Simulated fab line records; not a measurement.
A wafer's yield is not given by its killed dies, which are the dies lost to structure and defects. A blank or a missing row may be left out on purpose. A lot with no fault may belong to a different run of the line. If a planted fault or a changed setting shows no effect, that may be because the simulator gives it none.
What tool caused it? ; flow n5-finfet ; 21 lots with 63 wafers sampled at 6 steps, on a route of 1938 steps

## WHAT THE GAUGES READ, wafer by wafer
The record holds no reading of a measuring or inspecting step that can be judged against a usual standard deviation.

## TOOL THAT RAN EACH LOT (tool first, then ch and the chambers of the sampled wafers, then the start)
lot;N5_FIN_SAQP_ALD_61;N5_FIN_SAQP_ETCH_51;N5_FIN_SAQP_ETCH_52;N5_FIN_SAQP_RECESS_71;N5_FIN_CUT_ETCH_21;N5_STI_FIN_REVEAL_ALD_14
L074;ald-sin-03 ch 0,1, day 1 21:40;rie-diel-01 ch 0,3, day 1 23:02;rie-diel-01 ch 0,3, day 1 23:06;vapor-etch-02 ch 0,1, day 2 02:04;rie-diel-02 ch 1,2,3, day 2 04:05;ald-sin-03 ch 2,3, day 2 05:02
L075;ald-sin-03 ch 0,2,3, day 2 04:47;rie-diel-06 ch 0,1,2, day 2 06:08;rie-diel-06 ch 0,1,2, day 2 06:11;vapor-etch-02 ch 0,1, day 2 09:22;rie-diel-05 ch 2,3, day 2 11:20;ald-sin-03 ch 1,2,3, day 2 12:14
L076;ald-sin-03 ch 1,2,3, day 2 09:22;rie-diel-04 ch 0,1,2, day 2 10:56;rie-diel-04 ch 0,1,2, day 2 10:59;vapor-etch-01 ch 0,1, day 2 14:02;rie-diel-03 ch 0,1,3, day 2 16:04;ald-sin-01 ch 1,2,3, day 2 18:25
L077;ald-sin-01 ch 0,1,3, day 2 13:58;rie-diel-04 ch 1,3, day 2 15:23;rie-diel-04 ch 1,3, day 2 15:26;vapor-etch-01 ch 0,1, day 2 18:16;rie-diel-05 ch 0,1,2, day 2 20:53;ald-sin-03 ch 0,3, day 2 22:32
L078;ald-sin-01 ch 1,3, day 2 20:09;rie-diel-06 ch 1,2,3, day 2 21:33;rie-diel-06 ch 1,2,3, day 2 21:37;vapor-etch-02 ch 0, day 3 01:32;rie-diel-05 ch 1,2, day 3 03:29;ald-sin-01 ch 0,1,3, day 3 04:24
L080;ald-sin-03 ch 2,3, day 3 08:23;rie-diel-04 ch 0,3, day 3 09:42;rie-diel-04 ch 0,3, day 3 09:45;vapor-etch-02 ch 0,1, day 3 12:35;rie-diel-02 ch 0,3, day 3 14:19;ald-sin-01 ch 1,2, day 3 15:23
L082;ald-sin-03 ch 1,2,3, day 3 20:01;rie-diel-01 ch 0,2,3, day 3 21:22;rie-diel-01 ch 0,2,3, day 3 21:25;vapor-etch-02 ch 0,1, day 4 01:22;rie-diel-02 ch 1,2,3, day 4 03:25;ald-sin-02 ch 0,2,3, day 4 04:20
L083;ald-sin-04 ch 0,1,3, day 4 03:23;rie-diel-04 ch 0,3, day 4 04:53;rie-diel-04 ch 0,3, day 4 04:56;vapor-etch-02 ch 0,1, day 4 08:59;rie-diel-02 ch 0,1,3, day 4 10:56;ald-sin-02 ch 0,1,3, day 4 11:56
L085;ald-sin-03 ch 0,3, day 4 14:13;rie-diel-06 ch 1,2,3, day 4 15:41;rie-diel-06 ch 1,2,3, day 4 15:45;vapor-etch-01 ch 0,1, day 4 19:11;rie-diel-03 ch 1,2, day 4 21:22;ald-sin-02 ch 0,1,3, day 4 22:20
L086;ald-sin-03 ch 2,3, day 4 20:34;rie-diel-04 ch 0,1,3, day 4 22:40;rie-diel-04 ch 0,1,3, day 4 22:43;vapor-etch-02 ch 0, day 5 03:36;rie-diel-05 ch 0,1, day 5 07:35;ald-sin-03 ch 0,1,2, day 5 08:41
L087;ald-sin-04 ch 1,2,3, day 5 02:15;rie-diel-04 ch 1,2,3, day 5 03:46;rie-diel-04 ch 1,2,3, day 5 03:49;vapor-etch-01 ch 0,1, day 5 07:41;rie-diel-02 ch 1,2,3, day 5 09:49;ald-sin-02 ch 0,1,3, day 5 10:46
L088;ald-sin-01 ch 0,1,3, day 5 08:16;rie-diel-06 ch 1,2,3, day 5 09:28;rie-diel-06 ch 1,2,3, day 5 09:31;vapor-etch-01 ch 0,1, day 5 12:36;rie-diel-02 ch 0, day 5 14:27;ald-sin-02 ch 0,1,2, day 5 15:35
L089;ald-sin-03 ch 0,3, day 5 14:15;rie-diel-01 ch 1,3, day 5 15:36;rie-diel-01 ch 1,3, day 5 15:40;vapor-etch-02 ch 0,1, day 5 19:05;rie-diel-03 ch 2,3, day 5 20:55;ald-sin-03 ch 0,1,3, day 5 22:55
L090;ald-sin-01 ch 1,2, day 5 20:31;rie-diel-01 ch 0,2,3, day 5 21:50;rie-diel-01 ch 0,2,3, day 5 21:53;vapor-etch-02 ch 0,1, day 6 01:05;rie-diel-05 ch 0,1,3, day 6 02:53;ald-sin-03 ch 0,1,3, day 6 03:49
L091;ald-sin-04 ch 1,2, day 6 02:03;rie-diel-04 ch 0,3, day 6 03:15;rie-diel-04 ch 0,3, day 6 03:19;vapor-etch-01 ch 0,1, day 6 06:26;rie-diel-05 ch 1,3, day 6 08:42;ald-sin-03 ch 0,1, day 6 09:37
L092;ald-sin-01 ch 0,2,3, day 6 08:40;rie-diel-06 ch 0,1, day 6 09:59;rie-diel-06 ch 0,1, day 6 10:03;vapor-etch-02 ch 0,1, day 6 13:26;rie-diel-05 ch 0,1,3, day 6 15:30;ald-sin-01 ch 0,1,3, day 6 16:25
L093;ald-sin-03 ch 1,3, day 6 14:31;rie-diel-04 ch 1,2, day 6 15:57;rie-diel-04 ch 1,2, day 6 16:00;vapor-etch-02 ch 0,1, day 6 19:35;rie-diel-02 ch 0,2, day 6 22:53;ald-sin-03 ch 0,1,3, day 6 23:53
L094;ald-sin-01 ch 0,2,3, day 6 21:46;rie-diel-01 ch 0,1, day 6 23:06;rie-diel-01 ch 0,1, day 6 23:10;vapor-etch-01 ch 0,1, day 7 02:17;rie-diel-03 ch 0,2, day 7 23:04;ald-sin-02 ch 0,1,3, day 7 23:59
L095;ald-sin-01 ch 0,1,2, day 7 04:40;rie-diel-01 ch 0,1,3, day 7 07:12;rie-diel-01 ch 0,1,3, day 7 07:16;vapor-etch-01 ch 0,1, day 7 10:13;rie-diel-02 ch 1,2,3, day 8 01:22;ald-sin-01 ch 0,1,2, day 8 02:26
L096;ald-sin-01 ch 0,1,2, day 7 08:38;rie-diel-01 ch 0,2,3, day 7 10:04;rie-diel-01 ch 0,2,3, day 7 10:07;vapor-etch-02 ch 0,1, day 7 12:58;rie-diel-02 ch 0,1,3, day 8 01:56;ald-sin-03 ch 0,1,2, day 8 03:50
L097;ald-sin-01 ch 0,2,3, day 7 15:14;rie-diel-04 ch 0,3, day 7 16:43;rie-diel-04 ch 0,3, day 7 16:46;vapor-etch-01 ch 0,1, day 7 19:55;rie-diel-03 ch 0,2,3, day 8 02:19;ald-sin-03 ch 1,2, day 8 04:07
- N5_FIN_SAQP_ALD_61: deposits SiO2, target thk 4 nm, pulse time 1 s, purge time 2 s.
- N5_FIN_SAQP_ETCH_51: etches SiARC in CF4, target depth 45.5 nm, time 75.8 s.
- N5_FIN_SAQP_ETCH_52: etches SOC in N2/H2, target depth 100 nm, overetch 20 nm, time 150 s.
- N5_FIN_SAQP_RECESS_71: chemistry HF/NH3, target SiO2, target depth 3 nm, afs cycles 1, sublimation time 60 s.
- N5_FIN_CUT_ETCH_21: etches SOC in N2/H2, target depth 219 nm, overetch 43.8 nm, time 523.5 s.
- N5_STI_FIN_REVEAL_ALD_14: deposits Si3N4, target thk 3 nm.

## WHAT THE TOOLS THEMSELVES READ (means of the sampled wafers that have a number; where no wafer has one, the mark that the record gives instead)
N5_FIN_SAQP_ALD_61.
lot;tool;heater-power-w (W);precursor-pulse-height-rel;susceptor-temp-C (C)
L074;ald-sin-03;455;1.005;299.81
L075;ald-sin-03;471;1.016;300.01
L076;ald-sin-03;479;0.995;299.95
L077;ald-sin-01;490;1.004;299.84
L078;ald-sin-01;458;0.979;299.98
L080;ald-sin-03;526;1.020;300.07
L082;ald-sin-03;487;1.028;299.86
L083;ald-sin-04;470;1.006;299.88
L085;ald-sin-03;433;0.992;299.93
L086;ald-sin-03;522;0.978;300.14
L087;ald-sin-04;522;1.008;299.91
L088;ald-sin-01;473;0.998;300.24
L089;ald-sin-03;436;0.991;300.10
L090;ald-sin-01;517;0.996;299.79
L091;ald-sin-04;526;1.006;300.08
L092;ald-sin-01;504;1.007;299.91
L093;ald-sin-03;441;1.018;299.91
L094;ald-sin-01;504;0.994;299.98
L095;ald-sin-01;505;1.003;300.16
L096;ald-sin-01;512;1.005;300.03
L097;ald-sin-01;501;1.007;300.09

N5_FIN_SAQP_ETCH_51.
lot;tool;cf4-flow-sccm (sccm);drypump-motor-current-A (A);etch-rf-on-time-s (s);oes-product-au (a.u.);rf-vpp-V (V);showerhead-plenum-p-Torr (Torr);throttle-valve-pct (%)
L074;rie-diel-01;99.9;5.7;75.8;0.75;185.3;2.23;15.53
L075;rie-diel-06;100.0;5.6;75.6;0.70;184.6;2.19;15.56
L076;rie-diel-04;99.7;5.7;75.5;0.66;183.8;2.14;15.69
L077;rie-diel-04;99.7;5.7;75.5;0.72;184.6;2.19;15.26
L078;rie-diel-06;100.1;5.6;74.8;0.71;184.7;2.19;15.49
L080;rie-diel-04;100.2;6.5;75.8;0.64;183.6;2.16;15.55
L082;rie-diel-01;100.3;5.8;74.9;0.74;184.9;2.17;15.60
L083;rie-diel-04;99.8;6.4;75.4;0.65;184.3;2.16;15.57
L085;rie-diel-06;100.0;5.6;74.8;0.69;184.1;2.19;15.52
L086;rie-diel-04;100.2;6.1;75.6;0.66;183.6;2.14;15.53
L087;rie-diel-04;100.3;5.7;75.3;0.67;185.2;2.20;15.57
L088;rie-diel-06;99.9;5.6;75.1;0.68;184.5;2.19;15.53
L089;rie-diel-01;100.5;5.7;74.8;0.71;183.7;2.17;15.55
L090;rie-diel-01;100.1;5.8;74.9;0.72;184.3;2.17;15.63
L091;rie-diel-04;99.8;6.4;76.4;0.61;183.0;2.09;15.76
L092;rie-diel-06;100.0;5.9;76.0;0.67;184.2;2.14;15.73
L093;rie-diel-04;100.2;5.4;75.9;0.67;184.4;2.18;15.54
L094;rie-diel-01;99.8;5.7;75.1;0.72;185.0;2.22;15.55
L095;rie-diel-01;100.3;5.7;74.6;0.71;184.8;2.19;15.60
L096;rie-diel-01;100.2;5.8;74.6;0.71;183.9;2.16;15.66
L097;rie-diel-04;99.8;6.5;75.7;0.71;184.3;2.24;15.46

N5_FIN_SAQP_ETCH_52.
lot;tool;drypump-motor-current-A (A);n2-flow-sccm (sccm);oes-product-au (a.u.);rf-vpp-V (V);showerhead-plenum-p-Torr (Torr);throttle-valve-pct (%)
L074;rie-diel-01;5.7;199.9;0.79;527.4;2.66;17.83
L075;rie-diel-06;5.5;200.4;0.73;525.2;2.60;17.81
L076;rie-diel-04;5.7;199.8;0.69;524.7;2.55;17.90
L077;rie-diel-04;5.7;199.8;0.75;525.0;2.61;17.40
L078;rie-diel-06;5.6;200.0;0.73;525.8;2.60;17.73
L080;rie-diel-04;6.5;200.3;0.68;525.0;2.57;17.69
L082;rie-diel-01;5.8;199.8;0.78;524.9;2.58;17.84
L083;rie-diel-04;6.5;200.3;0.68;524.4;2.57;17.68
L085;rie-diel-06;5.6;199.9;0.72;525.0;2.60;17.76
L086;rie-diel-04;6.1;200.4;0.68;524.1;2.54;17.67
L087;rie-diel-04;5.8;199.5;0.69;526.5;2.62;17.76
L088;rie-diel-06;5.6;200.1;0.71;526.6;2.59;17.77
L089;rie-diel-01;5.7;200.0;0.74;524.4;2.57;17.81
L090;rie-diel-01;5.9;199.7;0.75;523.7;2.57;17.88
L091;rie-diel-04;6.4;199.6;0.65;522.1;2.48;17.89
L092;rie-diel-06;5.9;199.7;0.70;524.4;2.55;17.98
L093;rie-diel-04;5.4;200.6;0.70;524.3;2.59;17.73
L094;rie-diel-01;5.7;199.5;0.75;526.3;2.65;17.84
L095;rie-diel-01;5.7;200.6;0.73;526.2;2.61;17.86
L096;rie-diel-01;5.9;200.3;0.73;524.4;2.57;17.90
L097;rie-diel-04;6.5;200.6;0.74;527.9;2.67;17.60

N5_FIN_SAQP_RECESS_71.
lot;tool;drypump-motor-current-A (A)
L074;vapor-etch-02;5.86
L075;vapor-etch-02;5.75
L076;vapor-etch-01;6.06
L077;vapor-etch-01;6.06
L078;vapor-etch-02;5.67
L080;vapor-etch-02;5.87
L082;vapor-etch-02;5.85
L083;vapor-etch-02;5.77
L085;vapor-etch-01;6.07
L086;vapor-etch-02;5.66
L087;vapor-etch-01;5.99
L088;vapor-etch-01;6.04
L089;vapor-etch-02;5.85
L090;vapor-etch-02;5.75
L091;vapor-etch-01;5.98
L092;vapor-etch-02;5.85
L093;vapor-etch-02;5.86
L094;vapor-etch-01;6.07
L095;vapor-etch-01;5.98
L096;vapor-etch-02;5.76
L097;vapor-etch-01;5.98

N5_FIN_CUT_ETCH_21.
lot;tool;drypump-motor-current-A (A);n2-flow-sccm (sccm);oes-product-au (a.u.);rf-vpp-V (V);showerhead-plenum-p-Torr (Torr);throttle-valve-pct (%)
L074;rie-diel-02;5.9;200.0;0.76;239.3;2.46;17.84
L075;rie-diel-05;6.3;199.8;0.67;241.0;2.52;18.03
L076;rie-diel-03;5.7;200.5;0.73;242.3;2.64;17.97
L077;rie-diel-05;5.8;200.2;0.74;240.5;2.55;17.73
L078;rie-diel-05;5.7;200.0;0.81;241.0;2.58;17.69
L080;rie-diel-02;5.5;200.2;0.68;240.2;2.50;17.89
L082;rie-diel-02;5.8;200.5;0.75;239.4;2.46;17.86
L083;rie-diel-02;5.4;200.3;0.68;240.6;2.50;17.98
L085;rie-diel-03;5.7;199.5;0.67;240.0;2.47;17.98
L086;rie-diel-05;5.6;200.4;0.72;240.8;2.55;17.64
L087;rie-diel-02;5.9;199.6;0.74;239.5;2.45;17.88
L088;rie-diel-02;4.8;200.5;0.64;241.3;2.61;18.13
L089;rie-diel-03;5.6;199.7;0.66;240.1;2.50;17.89
L090;rie-diel-05;5.9;199.9;0.74;241.3;2.55;17.77
L091;rie-diel-05;6.0;200.3;0.75;240.9;2.56;17.89
L092;rie-diel-05;5.9;199.7;0.73;240.2;2.55;17.78
L093;rie-diel-02;5.7;199.4;0.75;239.7;2.52;17.91
L094;rie-diel-03;5.9;199.6;0.72;242.0;2.59;17.94
L095;rie-diel-02;5.9;200.0;0.72;239.0;2.45;17.90
L096;rie-diel-02;5.4;199.8;0.67;239.9;2.49;18.03
L097;rie-diel-03;5.7;200.2;0.68;240.9;2.58;17.94

N5_STI_FIN_REVEAL_ALD_14.
lot;tool;heater-power-w (W);susceptor-temp-C (C)
L074;ald-sin-03;935;399.85
L075;ald-sin-03;849;399.96
L076;ald-sin-01;854;400.11
L077;ald-sin-03;730;399.62
L078;ald-sin-01;870;400.06
L080;ald-sin-01;926;400.31
L082;ald-sin-02;781;399.83
L083;ald-sin-02;839;400.20
L085;ald-sin-02;830;399.80
L086;ald-sin-03;903;399.95
L087;ald-sin-02;811;400.19
L088;ald-sin-02;806;400.09
L089;ald-sin-03;793;400.35
L090;ald-sin-03;789;400.08
L091;ald-sin-03;829;399.87
L092;ald-sin-01;852;399.93
L093;ald-sin-03;781;400.01
L094;ald-sin-02;823;400.18
L095;ald-sin-01;910;399.96
L096;ald-sin-03;909;399.95
L097;ald-sin-03;989;400.09

## THE ANSWER, worked out from the rows above alone
Rule: the usual values come from the lots themselves. Put in order of their means at a reading, lots are off if they are a third of the lots or fewer, leave a main group of 4 or more, and stand apart from it by a gap of 3 or more times the standard deviation of the main group's means; of several such gaps the widest counts. A main group is skipped when, at the precision printed for the reading in the tables above, its means are all equal. A lot without any number at a reading at which 4 lots or more have one is off too. Any other lot the step has rows for is counted as sound. First the gauges in route order, then the tools' own readings, where a lot's mean is used as printed above. At the first step where some lot is off, the reading lying furthest off is the one used; lots without a number count as furthest.
No lot is off at any reading shown: from this, nothing can be told.

## WHAT HAD BEEN PUT IN BY THE SIMULATOR
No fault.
